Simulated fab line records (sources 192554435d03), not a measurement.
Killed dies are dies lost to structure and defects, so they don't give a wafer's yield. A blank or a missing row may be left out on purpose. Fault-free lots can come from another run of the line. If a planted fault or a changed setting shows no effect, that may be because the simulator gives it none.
Which tool did it? :: flow n5Finfet :: Sampling: 8 lots, 24 wafers, 4 of 1938 route steps

WHAT THE GAUGES READ, wafer by wafer
N5_BEOL_M4_RC_MEAS_101. Usual: DIBL_N 36.3 mV/V, standard deviation 1.9; DIBL_P 36.0 mV/V, standard deviation 2.1; IOFF_N 0.16 nA/um, standard deviation 0.031; IOFF_P 0.21 nA/um, standard deviation 0.035; ION_N 675 uA/um, standard deviation 14; ION_P 464 uA/um, standard deviation 8.5; SS_N 71.5 mV/dec, standard deviation 0.6; SS_P 73.3 mV/dec, standard deviation 0.72; VT_N 250 mV, standard deviation 3.2; VT_P -250 mV, standard deviation 3.1.
lot: L985
measured: day 9 00:40
on: prober-01
DIBL_N (mV/V): 34.9 33.6 33.5
DIBL_P (mV/V): 35.4 34.7 34.3
IOFF_N (nA/um): 0.14 0.13 0.14
IOFF_P (nA/um): 0.21 0.20 0.21
ION_N (uA/um): 667 671 681
ION_P (uA/um): 468 470 480
SS_N (mV/dec): 71.2 71.3 71.0
SS_P (mV/dec): 72.8 72.7 72.3
VT_N (mV): 249 250 249
VT_P (mV): -248 -248 -247
flag: 

lot: L100
measured: day 13 01:41
on: prober-01
DIBL_N (mV/V): 35.2 35.7 37.2
DIBL_P (mV/V): 36.5 36.8 39.7
IOFF_N (nA/um): 0.14 0.16 0.19
IOFF_P (nA/um): 0.17 0.18 0.22
ION_N (uA/um): 678 681 698
ION_P (uA/um): 458 457 471
SS_N (mV/dec): 70.4 71.7 72.5
SS_P (mV/dec): 72.9 73.2 73.5
VT_N (mV): 248 248 246
VT_P (mV): -257 -254 -250
flag: 

lot: L996
measured: day 13 07:18
on: prober-02
DIBL_N (mV/V): 39.3 36.0 36.2
DIBL_P (mV/V): 40.2 35.6 36.0
IOFF_N (nA/um): 0.22 0.15 0.15
IOFF_P (nA/um): 0.29 0.19 0.20
ION_N (uA/um): 696 694 686
ION_P (uA/um): 484 475 472
SS_N (mV/dec): 72.3 70.8 71.5
SS_P (mV/dec): 74.4 73.4 73.3
VT_N (mV): 246 249 249
VT_P (mV): -245 -251 -252
flag: 

lot: L991
measured: day 13 07:37
on: prober-01
DIBL_N (mV/V): 38.0 39.8 36.5
DIBL_P (mV/V): 36.9 38.6 34.7
IOFF_N (nA/um): 0.18 0.22 0.15
IOFF_P (nA/um): 0.25 0.28 0.21
ION_N (uA/um): 688 686 667
ION_P (uA/um): 464 470 458
SS_N (mV/dec): 71.5 72.1 71.7
SS_P (mV/dec): 73.6 74.4 72.7
VT_N (mV): 248 247 251
VT_P (mV): -250 -246 -250
flag: 

lot: L995
measured: day 13 14:40
on: prober-01
DIBL_N (mV/V): 33.1 37.4 33.9
DIBL_P (mV/V): 32.6 37.9 34.1
IOFF_N (nA/um): 0.11 0.17 0.12
IOFF_P (nA/um): 0.14 0.21 0.15
ION_N (uA/um): 665 680 664
ION_P (uA/um): 450 470 453
SS_N (mV/dec): 69.9 71.8 70.9
SS_P (mV/dec): 72.3 73.6 72.7
VT_N (mV): 255 253 254
VT_P (mV): -255 -252 -255
flag: 

lot: L993
measured: day 14 08:04
on: prober-02
DIBL_N (mV/V): 37.1 37.9 36.8
DIBL_P (mV/V): 36.4 38.7 35.7
IOFF_N (nA/um): 0.16 0.19 0.15
IOFF_P (nA/um): 0.20 0.26 0.21
ION_N (uA/um): 672 674 676
ION_P (uA/um): 461 468 469
SS_N (mV/dec): 72.1 71.9 71.6
SS_P (mV/dec): 73.9 74.0 73.9
VT_N (mV): 255 250 251
VT_P (mV): -252 -248 -250
flag: 

lot: L102
measured: day 14 12:35
on: prober-02
DIBL_N (mV/V): 35.8 34.3 36.3
DIBL_P (mV/V): 36.4 34.6 36.0
IOFF_N (nA/um): 0.15 0.13 0.15
IOFF_P (nA/um): 0.23 0.19 0.21
ION_N (uA/um): 676 673 676
ION_P (uA/um): 469 465 465
SS_N (mV/dec): 72.4 71.7 72.0
SS_P (mV/dec): 73.1 72.1 72.5
VT_N (mV): 251 253 251
VT_P (mV): -249 -250 -249
flag: 

lot: L103
measured: day 15 04:40
on: prober-01
DIBL_N (mV/V): 36.2 36.5 36.9
DIBL_P (mV/V): 36.7 36.7 37.3
IOFF_N (nA/um): 0.15 0.15 0.16
IOFF_P (nA/um): 0.21 0.21 0.21
ION_N (uA/um): 668 668 665
ION_P (uA/um): 460 458 457
SS_N (mV/dec): 71.1 70.7 71.4
SS_P (mV/dec): 73.1 73.2 74.1
VT_N (mV): 250 251 251
VT_P (mV): -249 -248 -250
flag: 

N5_BEOL_M14_OCD_MEAS_35. Usual: trenchDepthNm at 557 nm, with a standard deviation of 18.
lot: L985
measured: day 11 10:47
on: ocd-01
trenchDepthNm (nm): 543 590 587
flag: 

lot: L100
measured: day 16 10:14
on: ocd-02
trenchDepthNm (nm): 533 532 530
flag: 

lot: L996
measured: day 16 10:53
on: ocd-01
trenchDepthNm (nm): 591 556 592
flag: 

lot: L991
measured: day 16 15:54
on: ocd-01
trenchDepthNm (nm): 0 1 0
flag: OFF

lot: L995
measured: day 17 06:43
on: ocd-01
trenchDepthNm (nm): 0 0 1
flag: OFF

lot: L993
measured: day 18 00:03
on: ocd-02
trenchDepthNm (nm): 0 0 0
flag: OFF

lot: L102
measured: day 18 00:38
on: ocd-01
trenchDepthNm (nm): 571 550 545
flag: 

lot: L103
measured: day 18 12:13
on: ocd-02
trenchDepthNm (nm): 563 539 529
flag: 

TOOL THAT RAN EACH LOT (tool first, then ch and the chambers of the sampled wafers, then the start)
lot: L985
N5_BEOL_M14_DESCUM_15: rieDiel-03 ch 1,2,3, day 11 09:17
N5_BEOL_M14_TRENCH_ETCH_34: rieDiel-02 ch 0,2, day 11 10:37

lot: L100
N5_BEOL_M14_DESCUM_15: rieDiel-02 ch 2,3, day 16 08:39
N5_BEOL_M14_TRENCH_ETCH_34: rieDiel-03 ch 1,2, day 16 10:05

lot: L996
N5_BEOL_M14_DESCUM_15: rieDiel-02 ch 1,2,3, day 16 09:00
N5_BEOL_M14_TRENCH_ETCH_34: rieDiel-02 ch 1,2, day 16 10:44

lot: L991
N5_BEOL_M14_DESCUM_15: rieDiel-02 ch 1,2,3, day 16 14:05
N5_BEOL_M14_TRENCH_ETCH_34: rieDiel-03 ch 1,2,3, day 16 15:44

lot: L995
N5_BEOL_M14_DESCUM_15: rieDiel-02 ch 1,2,3, day 17 04:47
N5_BEOL_M14_TRENCH_ETCH_34: rieDiel-02 ch 0,1, day 17 06:33

lot: L993
N5_BEOL_M14_DESCUM_15: rieDiel-03 ch 0,1,3, day 17 22:34
N5_BEOL_M14_TRENCH_ETCH_34: rieDiel-03 ch 0,1,3, day 17 23:53

lot: L102
N5_BEOL_M14_DESCUM_15: rieDiel-04 ch 2,3, day 17 23:01
N5_BEOL_M14_TRENCH_ETCH_34: rieDiel-03 ch 0,1,3, day 18 00:28

lot: L103
N5_BEOL_M14_DESCUM_15: rieDiel-04 ch 0,3, day 18 10:26
N5_BEOL_M14_TRENCH_ETCH_34: rieDiel-03 ch 0,1,3, day 18 12:04
- N5_BEOL_M14_DESCUM_15: chemistry O2, time 7.9 s.
- N5_BEOL_M14_TRENCH_ETCH_34: etches SiO2 in C4F8/O2/Ar, target depth 556.65 nm, time 126.9 s.

WHAT THE TOOLS THEMSELVES READ (means of the sampled wafers that have a number; where no wafer has one, the mark that the record gives instead)
N5_BEOL_M14_DESCUM_15. Usual: drypumpMotorCurrentA 5.9 A, standard deviation 0.41; oesProductAu 0.80 a.u., standard deviation 0.071; rfVppV 243.6 V, standard deviation 1.3; showerheadPlenumPTorr 2.12 Torr, standard deviation 0.078; tempC 40.01 C, standard deviation 0.11; throttleValvePct 20.41 %, standard deviation 0.18.
lot: L985
tool: rieDiel-03
drypumpMotorCurrentA (A): 5.5
oesProductAu (a.u.): 0.77
rfVppV (V): 243.4
showerheadPlenumPTorr (Torr): 2.12
tempC (C): 40.06
throttleValvePct (%): 20.41
flag: 

lot: L100
tool: rieDiel-02
drypumpMotorCurrentA (A): 6.1
oesProductAu (a.u.): 0.76
rfVppV (V): 243.6
showerheadPlenumPTorr (Torr): 2.15
tempC (C): 40.01
throttleValvePct (%): 20.44
flag: 

lot: L996
tool: rieDiel-02
drypumpMotorCurrentA (A): 6.2
oesProductAu (a.u.): 0.79
rfVppV (V): 244.6
showerheadPlenumPTorr (Torr): 2.16
tempC (C): 40.03
throttleValvePct (%): 20.39
flag: 

lot: L991
tool: rieDiel-02
drypumpMotorCurrentA (A): 6.1
oesProductAu (a.u.): 0.79
rfVppV (V): 243.7
showerheadPlenumPTorr (Torr): 2.16
tempC (C): 39.94
throttleValvePct (%): 20.39
flag: 

lot: L995
tool: rieDiel-02
drypumpMotorCurrentA (A): 6.2
oesProductAu (a.u.): 0.78
rfVppV (V): 244.3
showerheadPlenumPTorr (Torr): 2.16
tempC (C): 40.05
throttleValvePct (%): 20.40
flag: 

lot: L993
tool: rieDiel-03
drypumpMotorCurrentA (A): 5.7
oesProductAu (a.u.): 0.80
rfVppV (V): 243.9
showerheadPlenumPTorr (Torr): 2.17
tempC (C): 40.01
throttleValvePct (%): 20.44
flag: 

lot: L102
tool: rieDiel-04
drypumpMotorCurrentA (A): 6.0
oesProductAu (a.u.): 0.88
rfVppV (V): 244.0
showerheadPlenumPTorr (Torr): 2.16
tempC (C): 39.90
throttleValvePct (%): 20.51
flag: 

lot: L103
tool: rieDiel-04
drypumpMotorCurrentA (A): 6.0
oesProductAu (a.u.): 0.82
rfVppV (V): 242.3
showerheadPlenumPTorr (Torr): 2.04
tempC (C): 40.07
throttleValvePct (%): 20.28
flag: 

N5_BEOL_M14_TRENCH_ETCH_34. Usual: C4F8_flow_sccm 16.00 sccm, standard deviation 0.051; O2_flow_sccm 12.00 sccm, standard deviation 0.033; drypumpMotorCurrentA 5.8 A, standard deviation 0.43; mfcArSccm 399.9 sccm, standard deviation 1.2; oesProductAu 0.82 a.u., standard deviation 0.08; rfVppV 2240 V, standard deviation 35; showerheadPlenumPTorr 3.48 Torr, standard deviation 0.12; throttleValvePct 30.90 %, standard deviation 0.27.
lot: L985
tool: rieDiel-02
C4F8_flow_sccm (sccm): 15.99
O2_flow_sccm (sccm): 11.97
drypumpMotorCurrentA (A): 6.1
mfcArSccm (sccm): 401.7
oesProductAu (a.u.): 0.75
rfVppV (V): 2274
showerheadPlenumPTorr (Torr): 3.49
throttleValvePct (%): 31.03
flag: 

lot: L100
tool: rieDiel-03
C4F8_flow_sccm (sccm): 16.01
O2_flow_sccm (sccm): 11.99
drypumpMotorCurrentA (A): 5.4
mfcArSccm (sccm): 400.1
oesProductAu (a.u.): 0.85
rfVppV (V): 2255
showerheadPlenumPTorr (Torr): 3.42
throttleValvePct (%): 30.94
flag: 

lot: L996
tool: rieDiel-02
C4F8_flow_sccm (sccm): 16.00
O2_flow_sccm (sccm): 12.02
drypumpMotorCurrentA (A): 6.1
mfcArSccm (sccm): 399.6
oesProductAu (a.u.): 0.77
rfVppV (V): 2263
showerheadPlenumPTorr (Torr): 3.59
throttleValvePct (%): 30.94
flag: 

lot: L991
tool: rieDiel-03
C4F8_flow_sccm (sccm): -
O2_flow_sccm (sccm): -
drypumpMotorCurrentA (A): -
mfcArSccm (sccm): -
oesProductAu (a.u.): -
rfVppV (V): -
showerheadPlenumPTorr (Torr): -
throttleValvePct (%): -
flag: OFF

lot: L995
tool: rieDiel-02
C4F8_flow_sccm (sccm): -
O2_flow_sccm (sccm): -
drypumpMotorCurrentA (A): -
mfcArSccm (sccm): -
oesProductAu (a.u.): -
rfVppV (V): -
showerheadPlenumPTorr (Torr): -
throttleValvePct (%): -
flag: OFF

lot: L993
tool: rieDiel-03
C4F8_flow_sccm (sccm): -
O2_flow_sccm (sccm): -
drypumpMotorCurrentA (A): -
mfcArSccm (sccm): -
oesProductAu (a.u.): -
rfVppV (V): -
showerheadPlenumPTorr (Torr): -
throttleValvePct (%): -
flag: OFF

lot: L102
tool: rieDiel-03
C4F8_flow_sccm (sccm): 15.99
O2_flow_sccm (sccm): 11.99
drypumpMotorCurrentA (A): 5.7
mfcArSccm (sccm): 400.0
oesProductAu (a.u.): 0.79
rfVppV (V): 2237
showerheadPlenumPTorr (Torr): 3.55
throttleValvePct (%): 30.92
flag: 

lot: L103
tool: rieDiel-03
C4F8_flow_sccm (sccm): 16.01
O2_flow_sccm (sccm): 11.99
drypumpMotorCurrentA (A): 5.7
mfcArSccm (sccm): 399.9
oesProductAu (a.u.): 0.78
rfVppV (V): 2237
showerheadPlenumPTorr (Torr): 3.55
throttleValvePct (%): 30.92
flag: 

THE ANSWER, worked out from the rows above alone
Rule: lot off if the mean of its wafers having a number is beyond 3 standard deviations from the usual mean. A lot without any number at a reading at which 4 lots or more have one is off too. Where the step has rows for the other lots, those lots are counted as sound. The gauges are gone through in route order, then the tools' own readings, and for those a lot's mean is taken as printed above. The first step at which some lot is off is used, and at that step the reading that is off furthest; a lot without a number counts as furthest.
Off at N5_BEOL_M14_OCD_MEAS_35 (trenchDepthNm): L991, L995, L993.
If a tool, at a process step before that reading, ran all the lots that are off and no sound lot after the first of them, it fits. The gauges at N5_BEOL_M14_OCD_MEAS_35 aren't tried: what is off there is off at N5_BEOL_M14_TRENCH_ETCH_34 too, on other tools, and a gauge's error can't cause that. Of those tried, none fits.

WHAT THE SIMULATOR PUT IN
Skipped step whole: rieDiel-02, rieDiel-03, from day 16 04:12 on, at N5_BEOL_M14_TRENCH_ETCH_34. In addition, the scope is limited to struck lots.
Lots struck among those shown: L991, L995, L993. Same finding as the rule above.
